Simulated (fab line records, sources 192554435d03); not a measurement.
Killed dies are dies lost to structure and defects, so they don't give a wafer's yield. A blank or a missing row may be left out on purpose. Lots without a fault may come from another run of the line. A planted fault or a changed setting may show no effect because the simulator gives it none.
A struck lot beside a sound one | flow n5_finfet | 36 steps out of a route of 1938
Sound: wafers L109.2, L109.3, L109.6. Struck: wafers L121.1, L121.2, L121.5. The cause comes at the end.
At each step with rows: each side's tool, then ch and its chambers, then its first start. Under that, the readings that differ: sound wafers | struck wafers | difference of the means | sigmas: that difference in standard deviations of wafers without a fault.
alike: readings whose means differ by less than 2 such deviations, and words and numbers that are the same on both sides. not compared: withheld readings, readings that some wafer has no value for, bounds like >300 that may hide the same value, and numbers for which the record gives no deviation and whose values overlap.
The two part at a step that has a row with sigmas, a row that says differs or no value, or rows on one side only. Numbers that don't overlap but have no deviation are shown without sigmas and don't part them. A reading that every wafer of one side lacks parts them only if that side has two wafers or more.

first, 9 steps without rows for these wafers: N5_BEOL_M4_ANNEAL_95 (time 240 s); N5_BEOL_M4_SPUTTER_96 (material Cu, target thk 4.5 nm, time 8.29 s); N5_BEOL_M4_ECD_50 (material Cu, target thk 300 nm); N5_BEOL_M4_ANNEAL_51 (time 90 s); N5_BEOL_M4_CMP_52 (polishes, stops on SiOC, t overpolish 6.8 s, target thk 40 nm); N5_BEOL_M4_PRE_CLEAN_60 (time 15 s); N5_BEOL_M4_CO_CAP_55 (material Co, precursor CCTBA/H2, target thk 2 nm, time 102.1 s); N5_BEOL_M4_PRE_CLEAN_56 (time 15 s); N5_BEOL_M4_DEP_57 (deposits SiCN from 3MS/NH3, target thk 8 nm, time 14 s).
N5_BEOL_M4_RC_MEAS_101:
  sound on prober-02 ch 0, day 8 05:12; struck on prober-02 ch 0, day 11 03:07
  alike: DIBL_N, DIBL_P, IOFF_N, IOFF_P, ION_N, ION_P, SS_N, SS_P, VT_N, VT_P
then, 24 steps without rows for these wafers: N5_BEOL_M5_ILD_DEP_00 (deposits SiCOH lowk from DEMS/porogen, target thk 140.64 nm, time 25.9 s); N5_BEOL_M5_CURE_79 (cures SiCOH lowk, time 240 s); N5_BEOL_M5_PECVD_70 (deposits SiO2 from TEOS/O2, target thk 16 nm, time 18 s); N5_BEOL_M5_HM_DEP_02 (deposits TiN, target thk 20 nm); N5_BEOL_M5_COAT_59 (time 60 s, resist thk 60 nm); N5_BEOL_M5_COAT_60 (time 60 s, resist thk 12 nm); N5_BEOL_M5_COAT_71 (time 60 s, resist thk 5 nm); N5_BEOL_M5_COAT_05 (resist thk 30 nm); N5_BEOL_M5_EBR_07; N5_BEOL_M5_SOFTBAKE_06 (time 60 s); N5_BEOL_M5_EXPOSE_08 (exposes mask M5, target cd 28 nm); N5_BEOL_M5_PEB_09 (peb time 60 s); N5_BEOL_M5_DEVELOP_10 (develop time 30 s); N5_BEOL_M5_DESCUM_16 (chemistry O2, time 7 s); N5_BEOL_M5_ETCH_72 (etches underlayer in N2/H2, target depth 6.5 nm, time 5.2 s); N5_BEOL_M5_ETCH_61 (etches SiARC in CF4, target depth 15.6 nm, time 26 s); N5_BEOL_M5_ETCH_62 (etches SOC in N2/H2, target depth 75 nm, overetch 15 nm, time 112.5 s); N5_BEOL_M5_STRIP_63 (strips in N2/H2); N5_BEOL_M5_STRIP_73 (strips in N2/H2); N5_BEOL_M5_STRIP_64 (strips in CF4); N5_BEOL_M5_HM_OPEN_17 (chemistry Cl2/BCl3, target TiN, target depth 20 nm, overetch 6 nm); N5_BEOL_M5_STRIP_19 (strips in O2); N5_BEOL_M5_COAT_65 (time 60 s, resist thk 60 nm); N5_BEOL_M5_COAT_66 (time 60 s, resist thk 12 nm).
N5_BEOL_M6_DEP_56: deposits SiCN from 3MS/NH3, target thk 10 nm, time 17.5 s.
  sound on pecvd-04 ch 0,1, day 8 23:50; struck on pecvd-03 ch 0,1, day 12 01:05
  no value came back on the struck wafers for chamber_pressure_Torr (Torr), rf_fwd_power_W (W), showerhead_plenum_p_Torr (Torr), throttle_valve_pct (%); on the sound wafers chamber_pressure_Torr (Torr) reads 2.999 3.002 3.003
-- the record jumps here: 3 days lie between the struck wafers' starts before and after (it left off in module BEOL_M6 and takes up again in module PASSIVATION, whose first step shown is number 1936 of the route) --
N5_PASSIVATION_PROBE_49:
  sound on prober-02, day 12 10:35; struck on prober-02, day 15 09:52
  reading                  | sound          | struck         | difference | sigmas
  defect_limited_yield (%) | 90.5 88.6 88.5 | 0 0 0          | -89        | -59
  killed_at_M4_up          | 21 16 17       | 1117 1108 1113 | +1095      | +99 or more
  killed_at_front_end      | 48 51 68       | 18 32 20       | -32        | -3
  killed_dies              | 112 135 136    | 1180 1180 1180 | +1052      | +58
  killed_on_rim            | 15 23 16       | 152 152 152    | +134       | +31
  killed_short             | 30 51 55       | 16 25 25       | -23        | -3
  sort_bin_5_function (%)  | 6.0 6.3 7.1    | 97.9 97.3 97.3 | +91.0      | +95
  sort_bin_6_memory (%)    | 3.3 4.5 3.9    | 1.9 2.5 2.3    | -1.7       | -2
  sort_bin_8_speed (%)     | 1.27 0 0       | 0 0 0          | +0         | -2
  sort_n_pass              | 1053 1043 1044 | 0 0 0          | -1047      | -58
  sort_yield_pct (%)       | 89.2 88.4 88.5 | 0 0 0          | -89        | -59
  alike: killed_at_M0_to_M3, killed_at_contacts, killed_at_other, killed_open, sort_bin_4_leakage

WHERE THEY PART
First at N5_BEOL_M6_DEP_56; last, within this record, at N5_PASSIVATION_PROBE_49.

WHY: what the simulator had put in
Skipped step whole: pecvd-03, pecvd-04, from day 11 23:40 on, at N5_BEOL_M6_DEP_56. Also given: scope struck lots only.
